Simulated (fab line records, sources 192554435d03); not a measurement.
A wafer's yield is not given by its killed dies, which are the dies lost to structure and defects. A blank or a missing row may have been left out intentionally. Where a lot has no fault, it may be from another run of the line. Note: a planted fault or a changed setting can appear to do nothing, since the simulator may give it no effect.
Matching of chambers / flow n5-finfet / rie-diel-02 running N5_SD_EPI_P_ETCH_37: 4 sister chambers
The step etches SOC in N2/H2, overetch 108 nm, time 486 s. 18 wafers are shown with their chamber, then 9 later ones without.

== WAFERS PAIRED WITH THEIR CHAMBERS ==
wafer=L074.1; chamber=1; drypump-motor-current-A (A)=6.0; showerhead-plenum-p-Torr (Torr)=2.43; throttle-valve-pct (%)=23.3
wafer=L074.2; chamber=2; drypump-motor-current-A (A)=5.9; showerhead-plenum-p-Torr (Torr)=2.52; throttle-valve-pct (%)=23.9
wafer=L074.4; chamber=0; drypump-motor-current-A (A)=5.0; showerhead-plenum-p-Torr (Torr)=2.53; throttle-valve-pct (%)=23.4
wafer=L077.1; chamber=1; drypump-motor-current-A (A)=6.0; showerhead-plenum-p-Torr (Torr)=2.43; throttle-valve-pct (%)=23.3
wafer=L077.2; chamber=3; drypump-motor-current-A (A)=5.5; showerhead-plenum-p-Torr (Torr)=2.67; throttle-valve-pct (%)=24.1
wafer=L077.5; chamber=3; drypump-motor-current-A (A)=5.5; showerhead-plenum-p-Torr (Torr)=2.67; throttle-valve-pct (%)=24.1
wafer=L083.1; chamber=1; drypump-motor-current-A (A)=6.0; showerhead-plenum-p-Torr (Torr)=2.43; throttle-valve-pct (%)=23.3
wafer=L083.2; chamber=2; drypump-motor-current-A (A)=5.9; showerhead-plenum-p-Torr (Torr)=2.51; throttle-valve-pct (%)=23.9
wafer=L083.5; chamber=0; drypump-motor-current-A (A)=5.1; showerhead-plenum-p-Torr (Torr)=2.52; throttle-valve-pct (%)=23.4
wafer=L087.1; chamber=3; drypump-motor-current-A (A)=5.5; showerhead-plenum-p-Torr (Torr)=2.66; throttle-valve-pct (%)=24.1
wafer=L087.4; chamber=0; drypump-motor-current-A (A)=5.0; showerhead-plenum-p-Torr (Torr)=2.52; throttle-valve-pct (%)=23.4
wafer=L087.5; chamber=0; drypump-motor-current-A (A)=5.0; showerhead-plenum-p-Torr (Torr)=2.52; throttle-valve-pct (%)=23.5
wafer=L088.1; chamber=0; drypump-motor-current-A (A)=5.0; showerhead-plenum-p-Torr (Torr)=2.51; throttle-valve-pct (%)=23.5
wafer=L088.3; chamber=1; drypump-motor-current-A (A)=6.0; showerhead-plenum-p-Torr (Torr)=2.42; throttle-valve-pct (%)=23.3
wafer=L088.6; chamber=0; drypump-motor-current-A (A)=5.0; showerhead-plenum-p-Torr (Torr)=2.52; throttle-valve-pct (%)=23.5
wafer=L092.2; chamber=1; drypump-motor-current-A (A)=6.0; showerhead-plenum-p-Torr (Torr)=2.42; throttle-valve-pct (%)=23.3
wafer=L092.4; chamber=3; drypump-motor-current-A (A)=5.5; showerhead-plenum-p-Torr (Torr)=2.66; throttle-valve-pct (%)=24.2
wafer=L092.5; chamber=1; drypump-motor-current-A (A)=6.0; showerhead-plenum-p-Torr (Torr)=2.42; throttle-valve-pct (%)=23.4

SIGNATURES (means of the wafers above)
reading=drypump-motor-current-A; chamber 0=5.017; chamber 1=6.000; chamber 2=5.900; chamber 3=5.500; scatter within a chamber=0.0244
reading=showerhead-plenum-p-Torr; chamber 0=2.5200; chamber 1=2.4250; chamber 2=2.5150; chamber 3=2.6650; scatter within a chamber=0.00598
reading=throttle-valve-pct; chamber 0=23.450; chamber 1=23.317; chamber 2=23.900; chamber 3=24.125; scatter within a chamber=0.0469
Rule: distance of a wafer from a chamber = root of the sum over the readings of ((wafer's reading minus chamber's mean) / reading's scatter) squared. If the next closest chamber is less than 2 further off than the closest, the wafer can't be placed; otherwise it belongs to the closest. The scatter: take each reading less its chamber's mean, square it, sum over the shown wafers, divide by the number of wafers less the number of chambers, and take the root.

== WAFERS MISSING THEIR CHAMBER ==
wafer=L093.1; drypump-motor-current-A (A)=5.0; showerhead-plenum-p-Torr (Torr)=2.51; throttle-valve-pct (%)=23.5
wafer=L093.5; drypump-motor-current-A (A)=6.1; showerhead-plenum-p-Torr (Torr)=2.42; throttle-valve-pct (%)=23.3
wafer=L093.6; drypump-motor-current-A (A)=5.1; showerhead-plenum-p-Torr (Torr)=2.51; throttle-valve-pct (%)=23.5
wafer=L094.2; drypump-motor-current-A (A)=6.0; showerhead-plenum-p-Torr (Torr)=2.42; throttle-valve-pct (%)=23.3
wafer=L094.4; drypump-motor-current-A (A)=5.1; showerhead-plenum-p-Torr (Torr)=2.51; throttle-valve-pct (%)=23.5
wafer=L094.6; drypump-motor-current-A (A)=5.1; showerhead-plenum-p-Torr (Torr)=2.51; throttle-valve-pct (%)=23.5
wafer=L095.1; drypump-motor-current-A (A)=5.9; showerhead-plenum-p-Torr (Torr)=2.50; throttle-valve-pct (%)=23.9
wafer=L095.3; drypump-motor-current-A (A)=6.0; showerhead-plenum-p-Torr (Torr)=2.42; throttle-valve-pct (%)=23.3
wafer=L095.5; drypump-motor-current-A (A)=5.5; showerhead-plenum-p-Torr (Torr)=2.66; throttle-valve-pct (%)=24.2

== CHAMBER TAKEN BY EACH ==
wafer=L093.1; from the rows above=0; in truth=0
wafer=L093.5; from the rows above=1; in truth=1
wafer=L093.6; from the rows above=0; in truth=0
wafer=L094.2; from the rows above=1; in truth=1
wafer=L094.4; from the rows above=0; in truth=0
wafer=L094.6; from the rows above=0; in truth=0
wafer=L095.1; from the rows above=2; in truth=2
wafer=L095.3; from the rows above=1; in truth=1
wafer=L095.5; from the rows above=3; in truth=3
Correctly placed: 9 of 9. Left unplaced by these rows: 0. Number placed wrongly: 0.
